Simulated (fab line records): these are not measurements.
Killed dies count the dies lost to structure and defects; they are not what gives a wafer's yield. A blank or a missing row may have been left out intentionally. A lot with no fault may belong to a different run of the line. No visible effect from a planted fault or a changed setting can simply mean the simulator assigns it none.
What tool caused it? :: flow n5_finfet :: 36 wafers from 12 lots sampled at 4 of the route's 1938 steps

## WHAT THE GAUGES SHOWED, per wafer
N5_BEOL_M11_THK_MEAS_01.
lot: L204
measured: day 11 05:26
on: film_metro-02
M11_ILD_THK (nm): 264 264 265

lot: L205
measured: day 11 14:40
on: film_metro-02
M11_ILD_THK (nm): 265 269 272

lot: L206
measured: day 11 18:02
on: film_metro-02
M11_ILD_THK (nm): 264 261 270

lot: L207
measured: day 12 02:52
on: film_metro-02
M11_ILD_THK (nm): 266 267 273

lot: L210
measured: day 12 18:49
on: film_metro-01
M11_ILD_THK (nm): 264 266 271

lot: L212
measured: day 12 19:34
on: film_metro-01
M11_ILD_THK (nm): 265 265 270

lot: L214
measured: day 13 17:25
on: film_metro-02
M11_ILD_THK (nm): 263 273 267

lot: L218
measured: day 15 00:49
on: film_metro-02
M11_ILD_THK (nm): 264 271 273

lot: L219
measured: day 15 04:47
on: film_metro-01
M11_ILD_THK (nm): 272 268 275

lot: L220
measured: day 15 05:10
on: film_metro-02
M11_ILD_THK (nm): 265 265 268

lot: L222
measured: day 16 09:26
on: film_metro-01
M11_ILD_THK (nm): 266 268 270

lot: L223
measured: day 16 11:41
on: film_metro-01
M11_ILD_THK (nm): 265 264 270

N5_BEOL_M11_CD_MEAS_11: target cd 64.1 nm.
lot: L204
measured: day 11 07:33
on: cd_sem-01
cd_nm (nm): 64.2 63.8 64.3

lot: L205
measured: day 11 15:16
on: cd_sem-02
cd_nm (nm): 64.2 63.7 64.1

lot: L206
measured: day 11 21:11
on: cd_sem-02
cd_nm (nm): 63.2 63.5 63.8

lot: L207
measured: day 12 04:19
on: cd_sem-02
cd_nm (nm): 64.2 64.1 63.6

lot: L210
measured: day 12 21:47
on: cd_sem-02
cd_nm (nm): 64.8 64.5 64.6

lot: L212
measured: day 12 22:34
on: cd_sem-03
cd_nm (nm): 64.0 63.8 63.3

lot: L214
measured: day 13 21:05
on: cd_sem-02
cd_nm (nm): 64.5 64.6 64.6

lot: L218
measured: day 15 02:41
on: cd_sem-02
cd_nm (nm): 63.8 64.0 63.6

lot: L219
measured: day 15 06:31
on: cd_sem-03
cd_nm (nm): 64.3 64.6 65.5

lot: L220
measured: day 15 06:42
on: cd_sem-02
cd_nm (nm): 63.6 63.4 63.9

lot: L222
measured: day 16 10:07
on: cd_sem-02
cd_nm (nm): 64.6 64.7 64.3

lot: L223
measured: day 16 13:28
on: cd_sem-02
cd_nm (nm): 63.9 64.5 64.5

## EACH LOT AND THE TOOL THAT RAN IT (in order: tool; ch and the chambers of the sampled wafers; start)
lot: L204
N5_BEOL_M10_CMP_52: cmp-01 ch 0,2, day 11 04:20
N5_BEOL_M11_COAT_59: litho_track-04 ch 0, day 11 07:11

lot: L205
N5_BEOL_M10_CMP_52: cmp-02 ch 1,2,3, day 11 13:28
N5_BEOL_M11_COAT_59: litho_track-03 ch 0, day 11 14:53

lot: L206
N5_BEOL_M10_CMP_52: cmp-04 ch 0,2,3, day 11 16:48
N5_BEOL_M11_COAT_59: litho_track-04 ch 0, day 11 20:49

lot: L207
N5_BEOL_M10_CMP_52: cmp-01 ch 0,1, day 12 01:47
N5_BEOL_M11_COAT_59: litho_track-02 ch 0, day 12 03:56

lot: L210
N5_BEOL_M10_CMP_52: cmp-01 ch 0,3, day 12 17:25
N5_BEOL_M11_COAT_59: litho_track-02 ch 0, day 12 21:32

lot: L212
N5_BEOL_M10_CMP_52: cmp-02 ch 0,2,3, day 12 18:31
N5_BEOL_M11_COAT_59: litho_track-04 ch 0, day 12 22:12

lot: L214
N5_BEOL_M10_CMP_52: cmp-02 ch 0,3, day 13 16:06
N5_BEOL_M11_COAT_59: litho_track-03 ch 0, day 13 20:50

lot: L218
N5_BEOL_M10_CMP_52: cmp-04 ch 2,3, day 14 23:43
N5_BEOL_M11_COAT_59: litho_track-04 ch 0, day 15 02:19

lot: L219
N5_BEOL_M10_CMP_52: cmp-01 ch 0,1,2, day 15 03:44
N5_BEOL_M11_COAT_59: litho_track-04 ch 0, day 15 06:08

lot: L220
N5_BEOL_M10_CMP_52: cmp-04 ch 1,3, day 15 03:58
N5_BEOL_M11_COAT_59: litho_track-02 ch 0, day 15 06:27

lot: L222
N5_BEOL_M10_CMP_52: cmp-01 ch 0,2,3, day 16 08:25
N5_BEOL_M11_COAT_59: litho_track-02 ch 0, day 16 09:44

lot: L223
N5_BEOL_M10_CMP_52: cmp-02 ch 0,1,3, day 16 10:38
N5_BEOL_M11_COAT_59: litho_track-02 ch 0, day 16 13:01
- N5_BEOL_M10_CMP_52: polishes, stops on SiCOH lowk, t overpolish 7 s, target thk 140 nm.
- N5_BEOL_M11_COAT_59: time 60 s, resist thk 100 nm.

## WHAT THE TOOLS THEMSELVES READ (means of the sampled wafers that have a number; where no wafer has one, the mark that the record gives instead)
N5_BEOL_M10_CMP_52.
lot: L204
tool: cmp-01
barrier_field_endpoint_s (s): 29.0
motor_current_A (A): 6.5
overpolish_run_s (s): 6.998
time_to_endpoint_s (s): 65.0

lot: L205
tool: cmp-02
barrier_field_endpoint_s (s): 29.3
motor_current_A (A): 5.8
overpolish_run_s (s): 6.997
time_to_endpoint_s (s): 65.5

lot: L206
tool: cmp-04
barrier_field_endpoint_s (s): 29.2
motor_current_A (A): 5.9
overpolish_run_s (s): 7.000
time_to_endpoint_s (s): 68.8

lot: L207
tool: cmp-01
barrier_field_endpoint_s (s): 28.7
motor_current_A (A): 6.1
overpolish_run_s (s): 6.999
time_to_endpoint_s (s): 64.4

lot: L210
tool: cmp-01
barrier_field_endpoint_s (s): 28.3
motor_current_A (A): 6.4
overpolish_run_s (s): 6.999
time_to_endpoint_s (s): 62.7

lot: L212
tool: cmp-02
barrier_field_endpoint_s (s): 28.7
motor_current_A (A): 6.0
overpolish_run_s (s): 7.012
time_to_endpoint_s (s): 61.6

lot: L214
tool: cmp-02
barrier_field_endpoint_s (s): 29.4
motor_current_A (A): 6.2
overpolish_run_s (s): 7.008
time_to_endpoint_s (s): 64.4

lot: L218
tool: cmp-04
barrier_field_endpoint_s (s): 28.2
motor_current_A (A): 6.3
overpolish_run_s (s): 7.003
time_to_endpoint_s (s): 61.6

lot: L219
tool: cmp-01
barrier_field_endpoint_s (s): 28.5
motor_current_A (A): 6.3
overpolish_run_s (s): 6.997
time_to_endpoint_s (s): 64.8

lot: L220
tool: cmp-04
barrier_field_endpoint_s (s): 28.2
motor_current_A (A): 6.2
overpolish_run_s (s): 7.009
time_to_endpoint_s (s): 63.8

lot: L222
tool: cmp-01
barrier_field_endpoint_s (s): 29.3
motor_current_A (A): 6.5
overpolish_run_s (s): 7.002
time_to_endpoint_s (s): 65.2

lot: L223
tool: cmp-02
barrier_field_endpoint_s (s): 28.9
motor_current_A (A): 6.2
overpolish_run_s (s): 6.992
time_to_endpoint_s (s): 65.8

N5_BEOL_M11_COAT_59.
lot: L204
tool: litho_track-04
spin_speed_rpm (rpm): 1498.6

lot: L205
tool: litho_track-03
spin_speed_rpm (rpm): 1501.5

lot: L206
tool: litho_track-04
spin_speed_rpm (rpm): 1500.9

lot: L207
tool: litho_track-02
spin_speed_rpm (rpm): 1499.6

lot: L210
tool: litho_track-02
spin_speed_rpm (rpm): 1500.9

lot: L212
tool: litho_track-04
spin_speed_rpm (rpm): 1501.2

lot: L214
tool: litho_track-03
spin_speed_rpm (rpm): 1500.3

lot: L218
tool: litho_track-04
spin_speed_rpm (rpm): 1924.1

lot: L219
tool: litho_track-04
spin_speed_rpm (rpm): 1922.6

lot: L220
tool: litho_track-02
spin_speed_rpm (rpm): 1499.4

lot: L222
tool: litho_track-02
spin_speed_rpm (rpm): 1499.5

lot: L223
tool: litho_track-02
spin_speed_rpm (rpm): 1500.8

## THE ANSWER, worked out from the rows above alone
Rule: the lots themselves supply what counts as usual. Put in order of their means at a reading, lots are off if they are a third of the lots or fewer, leave a main group of 4 or more, and stand apart from it by a gap of 3 or more times the standard deviation of the main group's means; of several such gaps the widest counts. If all means in a main group match to the digits the tables above print for the reading, that group is not used. Also off: a lot with no number at a reading for which 4 or more lots have one. Where the step has rows for the other lots, those lots are counted as sound. Order of review: gauges by route order, followed by the tools' own readings, for which a lot's mean as printed above is used. At the first step where some lot is off, the reading lying furthest off is the one used; lots without a number count as furthest.
Off: L218, L219, at N5_BEOL_M11_COAT_59 (spin_speed_rpm). The main group has a mean of 1500.3 rpm with a standard deviation of 0.9.
If a tool, at that step or one of the process steps before it, ran each lot that is off and ran no sound lot following the first of them, it fits. One fits: litho_track-04 at N5_BEOL_M11_COAT_59. Its last sound lot is L212 (day 12 22:12), its first lot that is off L218 (day 15 02:19): a fault that began between those two fits.
On the lots that are off, the tool's own readings at N5_BEOL_M11_COAT_59 differ by more than 5 times the standard deviation of the sound lots' means, which bears it out; spin_speed_rpm reads 1923.3 rpm there versus 1500.3 rpm on the sound lots.

## WHAT THE SIMULATOR HAD INSERTED
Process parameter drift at N5_BEOL_M11_COAT_59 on litho_track-04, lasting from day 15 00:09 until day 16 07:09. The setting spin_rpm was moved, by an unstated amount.
Lots struck among those shown: L218, L219. Same finding as the rule above.
